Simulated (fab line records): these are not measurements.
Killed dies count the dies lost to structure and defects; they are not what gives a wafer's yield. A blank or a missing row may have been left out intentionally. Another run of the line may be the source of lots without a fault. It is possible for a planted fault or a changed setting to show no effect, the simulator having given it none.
Matching of chambers    flow n5_finfet    rie_diel-06 running N5_FIN_SAQP_ETCH_69: 4 sister chambers
The step etches SOC in N2/H2, stops on SiNx, target depth 150 nm. 4 wafers are shown with their chamber, then 9 later ones without.

== WAFERS WITH THEIR CHAMBER ==
wafer   chamber  showerhead_plenum_p_Torr (Torr)
L082.6  2        2.65
L087.5  3        2.48
L088.3  0        2.70
L088.6  1        2.49

== WAFERS WHOSE CHAMBER IS MISSING ==
wafer   showerhead_plenum_p_Torr (Torr)
L091.1  2.64
L091.4  2.64
L091.5  2.47
L095.1  2.69
L095.2  2.63
L095.3  2.47
L097.2  2.49
L097.4  2.47
L097.5  2.49

== CHAMBER TAKEN BY EACH ==
wafer   from the rows above      in truth
L091.1  2                        2
L091.4  2                        2
L091.5  can't be placed: 3 or 1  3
L095.1  0                        0
L095.2  2                        2
L095.3  can't be placed: 3 or 1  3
L097.2  can't be placed: 1 or 3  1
L097.4  can't be placed: 3 or 1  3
L097.5  can't be placed: 1 or 3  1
4 of 9 placed correctly. Unplaceable from these rows: 5, with the true chamber sitting among the candidates in 5. Placed wrongly: 0.
How it was worked out, from the rows above alone: a wafer's distance from a chamber is the root of the sum, over the readings, of the square of ((its reading less the chamber's mean) divided by the reading's scatter). If the next closest chamber is less than 2 further off than the closest, the wafer can't be placed; otherwise it belongs to the closest. Each chamber's mean is taken over the wafers shown for it. The scatter: with one shown wafer a chamber, the root of the mean of the squares of how far each hidden wafer lies from its nearest shown one.
